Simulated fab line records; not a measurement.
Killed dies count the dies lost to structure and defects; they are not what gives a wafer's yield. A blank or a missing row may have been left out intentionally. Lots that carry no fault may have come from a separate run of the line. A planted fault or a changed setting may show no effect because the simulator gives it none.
What tool caused it?	flow nand-harc	24 lots with 72 wafers sampled at 6 steps, on a route of 1302 steps

## WHAT THE GAUGES READ, wafer by wafer
NHARC_P_M0_INSPECT_11. Usual: raw-defect-count 4.3, standard deviation 2.4.
lot	measured	on	raw-defect-count	flag
L074	day 6 02:31	defect-inspect-01	6 3 1	
L075	day 6 12:22	defect-inspect-02	9 3 4	
L076	day 7 02:23	defect-inspect-01	3 1 2	
L077	day 7 05:16	defect-inspect-02	1 9 2	
L078	day 7 12:47	defect-inspect-01	6 8 4	
L079	day 8 05:44	defect-inspect-02	6 3 3	
L080	day 8 06:40	defect-inspect-01	4 1 3	
L081	day 8 21:13	defect-inspect-01	4 4 5	
L082	day 9 10:31	defect-inspect-02	5 2 1	
L083	day 9 16:14	defect-inspect-01	3 4 5	
L084	day 10 13:05	defect-inspect-01	4 6 5	
L085	day 10 18:56	defect-inspect-01	3 3 5	
L086	day 11 04:22	defect-inspect-02	7 1 3	
L087	day 11 12:22	defect-inspect-02	4 7 3	
L088	day 12 09:19	defect-inspect-02	6 1 3	
L089	day 12 10:46	defect-inspect-02	6 3 2	
L090	day 12 22:19	defect-inspect-02	5 7 11	
L091	day 13 00:22	defect-inspect-01	3 0 2	
L092	day 13 14:35	defect-inspect-01	12 6 13	
L093	day 13 23:08	defect-inspect-01	5 1 4	
L094	day 14 13:25	defect-inspect-02	4 0 4	
L095	day 14 14:07	defect-inspect-01	4 5 7	
L096	day 15 01:10	defect-inspect-01	5 4 2	
L097	day 15 12:51	defect-inspect-02	6 2 4	

NHARC_P_M0_THK_MEAS_24: measures by xrf. Usual: thk-nm 118.2 nm, standard deviation 1.5.
lot	measured	on	thk-nm (nm)	flag
L074	day 6 04:54	film-metro-01	117.7 119.7 117.9	
L075	day 6 14:45	film-metro-01	119.8 118.8 119.2	
L076	day 7 04:49	film-metro-01	117.3 119.9 117.1	
L077	day 7 07:41	film-metro-01	118.8 117.6 119.2	
L078	day 7 15:10	film-metro-01	118.6 116.5 118.3	
L079	day 8 08:07	film-metro-02	114.9 116.4 119.0	
L080	day 8 09:17	film-metro-01	120.1 116.3 117.9	
L081	day 8 23:35	film-metro-01	118.3 116.6 116.6	
L082	day 9 12:52	film-metro-01	118.6 120.0 117.8	
L083	day 9 18:38	film-metro-02	116.3 116.8 117.1	
L084	day 10 15:32	film-metro-02	116.6 114.8 119.4	
L085	day 10 21:20	film-metro-01	119.1 119.1 119.8	
L086	day 11 06:45	film-metro-01	118.7 119.1 119.1	
L087	day 11 14:46	film-metro-02	116.2 116.5 115.7	
L088	day 12 11:41	film-metro-02	117.8 117.6 116.3	
L089	day 12 13:08	film-metro-01	118.4 118.5 117.5	
L090	day 13 00:41	film-metro-02	117.0 117.9 116.9	
L091	day 13 02:47	film-metro-02	118.1 116.2 116.1	
L092	day 13 17:01	film-metro-02	118.4 117.2 117.8	
L093	day 14 01:30	film-metro-02	119.8 120.6 119.8	
L094	day 14 15:50	film-metro-01	120.0 120.2 121.4	
L095	day 14 16:29	film-metro-01	118.9 119.9 119.6	
L096	day 15 03:35	film-metro-01	120.6 117.3 116.3	
L097	day 15 15:13	film-metro-01	119.1 117.1 118.0	

NHARC_P_M1_OVL_MEAS_10: pitch 260 nm. Usual: overlay-x-nm -0.1 nm, standard deviation 0.9; overlay-y-nm 0.1 nm, standard deviation 0.83.
lot	measured	on	overlay-x-nm (nm)	overlay-y-nm (nm)	flag
L074	day 6 06:31	overlay-01	0.6 0.1 0.6	0.3 0.4 0.5	
L075	day 6 16:23	overlay-02	-0.5 -0.2 -0.2	-0.1 -1.1 -1.2	
L076	day 7 06:22	overlay-01	0.4 0.3 0.1	-0.5 -0.5 -0.1	
L077	day 7 09:29	overlay-02	0.0 -0.3 -0.4	0.9 0.5 0.3	
L078	day 7 16:56	overlay-02	0.1 0.3 0.1	1.0 0.4 0.1	
L079	day 8 09:38	overlay-01	0.4 0.1 0.8	-0.3 -1.3 -1.1	
L080	day 8 10:47	overlay-01	-0.7 -0.8 -0.4	-1.2 -0.1 -0.3	
L081	day 9 01:17	overlay-02	-0.9 -1.3 -1.2	1.1 1.7 1.9	
L082	day 9 14:23	overlay-01	-0.6 0.1 0.3	-0.4 -0.3 -0.4	
L083	day 9 20:09	overlay-02	0.1 -0.6 0.7	0.4 0.5 -0.1	
L084	day 10 17:01	overlay-01	-0.3 0.1 -0.1	0.9 0.9 0.9	
L085	day 10 22:53	overlay-02	-0.4 -0.8 -0.9	0.3 0.2 0.3	
L086	day 11 08:14	overlay-01	-2.1 -2.3 -2.3	1.9 1.8 1.7	
L087	day 11 16:23	overlay-01	1.1 0.6 0.4	0.3 0.0 0.3	
L088	day 12 13:19	overlay-02	0.0 0.2 0.4	-0.3 -0.3 -0.2	
L089	day 12 14:46	overlay-01	1.4 1.0 0.9	-0.9 -0.7 -0.1	
L090	day 13 02:19	overlay-01	1.3 1.6 1.0	1.5 1.0 2.1	
L091	day 13 04:19	overlay-02	-0.6 -0.7 -0.5	-0.8 -0.9 -0.5	
L092	day 13 18:49	overlay-01	-1.5 -1.0 -1.6	-0.5 -0.5 -0.2	
L093	day 14 03:25	overlay-02	0.3 -0.1 0.1	-0.7 -1.1 -0.8	
L094	day 14 17:20	overlay-02	-0.4 -0.1 -0.5	0.4 0.1 0.7	
L095	day 14 18:08	overlay-01	1.5 1.3 1.4	-1.0 -1.2 -1.2	
L096	day 15 05:16	overlay-01	-1.0 -1.0 0.0	0.1 0.5 0.5	
L097	day 15 16:51	overlay-01	-1.4 -1.6 -1.4	-0.1 -0.2 0.4	

NHARC_A_START_INSPECT_01. Usual: raw-defect-count 3.5, standard deviation 1.9.
lot	measured	on	raw-defect-count	flag
L074	day 6 18:34	defect-inspect-02	3 3 6	
L075	day 7 04:08	defect-inspect-01	5 7 2	
L076	day 7 19:10	defect-inspect-02	5 4 3	
L077	day 7 21:42	defect-inspect-02	5 2 5	
L078	day 8 04:52	defect-inspect-01	1 2 3	
L079	day 8 21:23	defect-inspect-02	4 3 6	
L080	day 8 22:33	defect-inspect-01	4 4 6	
L081	day 9 13:13	defect-inspect-01	0 3 3	
L082	day 10 02:13	defect-inspect-01	2 2 4	
L083	day 10 07:58	defect-inspect-02	3 3 5	
L084	day 11 04:47	defect-inspect-01	7 3 7	
L085	day 11 10:38	defect-inspect-01	6 4 5	
L086	day 11 20:05	defect-inspect-01	2 2 2	
L087	day 12 05:36	defect-inspect-01	5 2 2	
L088	day 13 01:17	defect-inspect-02	3 1 4	
L089	day 13 02:36	defect-inspect-01	7 4 8	
L090	day 13 14:30	defect-inspect-02	5 5 2	
L091	day 13 16:25	defect-inspect-01	3 0 4	
L092	day 14 07:21	defect-inspect-01	2 4 2	
L093	day 14 16:49	defect-inspect-02	4 3 2	
L094	day 15 05:32	defect-inspect-02	2 4 7	
L095	day 15 06:19	defect-inspect-02	1 5 4	
L096	day 15 17:29	defect-inspect-01	3 6 2	
L097	day 16 05:11	defect-inspect-02	3 4 1	

## EACH LOT AND THE TOOL THAT RAN IT (in order: tool; ch and the chambers of the sampled wafers; start)
lot	NHARC_P_M0_ETCH_34	NHARC_P_M1_ETCH_15
L074	rie-diel-05 ch 2,3, day 6 02:40	rie-diel-07 ch 1,2,3, day 6 18:34 or earlier
L075	rie-diel-01 ch 0,2,3, day 6 12:31	rie-diel-07 ch 1,3, day 7 04:08 or earlier
L076	rie-diel-11 ch 0,1,2, day 7 02:32	rie-diel-02 ch 0,1, day 7 19:10 or earlier
L077	rie-diel-01 ch 0,2, day 7 05:25	rie-diel-07 ch 1,2,3, day 7 21:42 or earlier
L078	rie-diel-11 ch 0,3, day 7 12:56	rie-diel-07 ch 0,1, day 8 04:52 or earlier
L079	rie-diel-01 ch 0,2, day 8 05:53	rie-diel-07 ch 0,1,3, day 8 21:23 or earlier
L080	rie-diel-05 ch 0,2, day 8 06:53	rie-diel-07 ch 0,2,3, day 8 22:33 or earlier
L081	rie-diel-11 ch 0,2, day 8 21:22	rie-diel-07 ch 2,3, day 9 13:13 or earlier
L082	rie-diel-11 ch 2,3, day 9 10:40	rie-diel-07 ch 2,3, day 10 02:13 or earlier
L083	rie-diel-05 ch 0,2, day 9 16:25	rie-diel-02 ch 0,1,3, day 10 07:58 or earlier
L084	rie-diel-01 ch 0,3, day 10 13:17	rie-diel-02 ch 1,2, day 11 04:47 or earlier
L085	rie-diel-11 ch 0,2, day 10 19:05	rie-diel-07 ch 0,2,3, day 11 10:38 or earlier
L086	rie-diel-01 ch 0,3, day 11 04:31	rie-diel-02 ch 0,2, day 11 20:05 or earlier
L087	rie-diel-01 ch 0,1,2, day 11 12:31	rie-diel-02 ch 0,1,2, day 12 05:36 or earlier
L088	rie-diel-11 ch 0,1,3, day 12 09:28	rie-diel-07 ch 0,1,3, day 13 01:17 or earlier
L089	rie-diel-11 ch 1,2,3, day 12 10:56	rie-diel-09 ch 0,1, day 13 02:36 or earlier
L090	rie-diel-11 ch 0,1,3, day 12 22:28	rie-diel-07 ch 0,1,3, day 13 14:30 or earlier
L091	rie-diel-05 ch 0,2,3, day 13 00:31	rie-diel-02 ch 0,2, day 13 16:25 or earlier
L092	rie-diel-11 ch 1,2,3, day 13 14:47	rie-diel-02 ch 1,2,3, day 14 07:21 or earlier
L093	rie-diel-11 ch 1,2,3, day 13 23:17	rie-diel-02 ch 0,1,3, day 14 16:49 or earlier
L094	rie-diel-11 ch 0,1,2, day 14 13:34	rie-diel-07 ch 1,2,3, day 15 05:32 or earlier
L095	rie-diel-11 ch 0,1, day 14 14:16	rie-diel-02 ch 1,3, day 15 06:19 or earlier
L096	rie-diel-11 ch 0,3, day 15 01:19	rie-diel-02 ch 0,2,3, day 15 17:29 or earlier
L097	rie-diel-05 ch 0,1,2, day 15 13:00	rie-diel-07 ch 1,2,3, day 16 05:11 or earlier
- NHARC_P_M0_ETCH_34: etches the open film in N2/H2, target depth 40 nm, overetch 12 nm, time 43.94 s.
- NHARC_P_M1_ETCH_15: etches the open film in C4F8/Ar, target depth 182.5 nm, time 91.2 s.

## AS READ BY THE TOOLS THEMSELVES (means over the sampled wafers that have a number; for cases with no such wafer, the mark the record gives instead)
NHARC_P_M0_ETCH_34. Usual: value, then standard deviation, for each; drypump-motor-current-A 5.6 A / 0.41; mfc-ar-sccm 0.008 sccm / 0.01; oes-product-au 1.003 a.u. / 0.01; rf-fwd-power-W 394.9 W / 2; rf-vpp-V 431 V / 3.2; showerhead-plenum-p-Torr 2.05 Torr / 0.11; throttle-valve-pct 14.172 % / 0.0093.
lot	tool	drypump-motor-current-A (A)	mfc-ar-sccm (sccm)	oes-product-au (a.u.)	rf-fwd-power-W (W)	rf-vpp-V (V)	showerhead-plenum-p-Torr (Torr)	throttle-valve-pct (%)	flag
L074	rie-diel-05	5.7	0.000	1.006	394.3	430	2.05	14.178	
L075	rie-diel-01	6.0	0.006	1.005	394.4	429	2.00	14.166	
L076	rie-diel-11	5.8	0.007	1.004	395.5	430	2.02	14.175	
L077	rie-diel-01	6.1	0.006	0.997	392.7	428	1.95	14.174	
L078	rie-diel-11	5.2	0.007	1.002	396.0	433	2.16	14.177	
L079	rie-diel-01	6.2	0.013	0.995	395.2	428	1.95	14.168	
L080	rie-diel-05	5.3	0.023	1.002	396.4	432	2.10	14.169	
L081	rie-diel-11	5.6	0.015	0.988	394.3	431	2.02	14.162	
L082	rie-diel-11	5.6	0.018	0.987	395.3	430	2.01	14.172	
L083	rie-diel-05	5.6	0.012	1.007	395.6	433	2.11	14.181	
L084	rie-diel-01	5.8	0.000	1.001	392.5	431	2.03	14.174	
L085	rie-diel-11	5.7	0.015	0.994	394.7	430	2.02	14.176	
L086	rie-diel-01	5.9	0.000	1.005	392.2	429	1.99	14.175	
L087	rie-diel-01	5.8	0.009	0.990	394.6	428	1.97	14.165	
L088	rie-diel-11	5.5	0.004	1.014	395.1	431	2.08	14.167	
L089	rie-diel-11	5.6	0.011	1.004	396.7	429	1.99	14.176	
L090	rie-diel-11	5.5	0.004	0.999	396.3	431	2.08	14.166	
L091	rie-diel-05	5.4	0.012	1.010	395.6	433	2.13	14.173	
L092	rie-diel-11	5.7	0.011	1.011	396.0	429	1.99	14.168	
L093	rie-diel-11	5.6	0.011	1.006	396.0	429	1.99	14.158	
L094	rie-diel-11	5.8	0.007	1.010	394.8	430	2.01	14.166	
L095	rie-diel-11	5.6	0.000	1.006	393.5	431	2.09	14.170	
L096	rie-diel-11	5.2	0.007	1.008	395.5	435	2.15	14.166	
L097	rie-diel-05	5.5	0.016	1.010	395.1	433	2.12	14.181	

NHARC_P_M1_ETCH_15. Usual: oes-product-au 0.948 a.u., standard deviation 0.02; rf-fwd-power-W 596.4 W, standard deviation 2; rf-vpp-V 440.0 V, standard deviation 1.9.
lot	tool	oes-product-au (a.u.)	rf-fwd-power-W (W)	rf-vpp-V (V)	flag
L074	rie-diel-07	0.965	595.6	440.2	
L075	rie-diel-07	0.970	596.3	439.2	
L076	rie-diel-02	0.962	595.8	440.3	
L077	rie-diel-07	0.960	596.1	440.0	
L078	rie-diel-07	0.958	596.2	437.9	
L079	rie-diel-07	0.926	594.8	439.1	
L080	rie-diel-07	0.964	595.9	440.5	
L081	rie-diel-07	0.963	596.3	441.0	
L082	rie-diel-07	0.956	595.4	441.9	
L083	rie-diel-02	0.966	598.2	439.8	
L084	rie-diel-02	0.962	595.6	440.4	
L085	rie-diel-07	0.967	595.5	440.3	
L086	rie-diel-02	0.963	594.5	440.7	
L087	rie-diel-02	0.957	596.2	440.4	
L088	rie-diel-07	0.940	596.1	439.7	
L089	rie-diel-09	0.930	593.9	443.2	
L090	rie-diel-07	0.925	596.5	439.4	
L091	rie-diel-02	0.950	593.6	440.7	
L092	rie-diel-02	0.926	597.2	439.4	
L093	rie-diel-02	0.954	596.9	439.9	
L094	rie-diel-07	0.926	596.0	439.0	
L095	rie-diel-02	0.923	597.2	439.6	
L096	rie-diel-02	0.929	598.9	440.4	
L097	rie-diel-07	0.933	596.4	438.9	

## THE ANSWER, worked out from the rows above alone
Rule: a lot counts as off when the mean over its wafers that have a number is more than 3 standard deviations away from the usual mean. Also off: a lot with no number at a reading for which 4 or more lots have one. All remaining lots with rows at the step are treated as sound. Order of review: gauges by route order, followed by the tools' own readings, for which a lot's mean as printed above is used. The first step at which some lot is off is used, and at that step the reading that is off furthest; a lot without a number counts as furthest.
No lot is off on any of the readings shown, so nothing can be concluded from this.

## WHAT THE SIMULATOR HAD PUT IN
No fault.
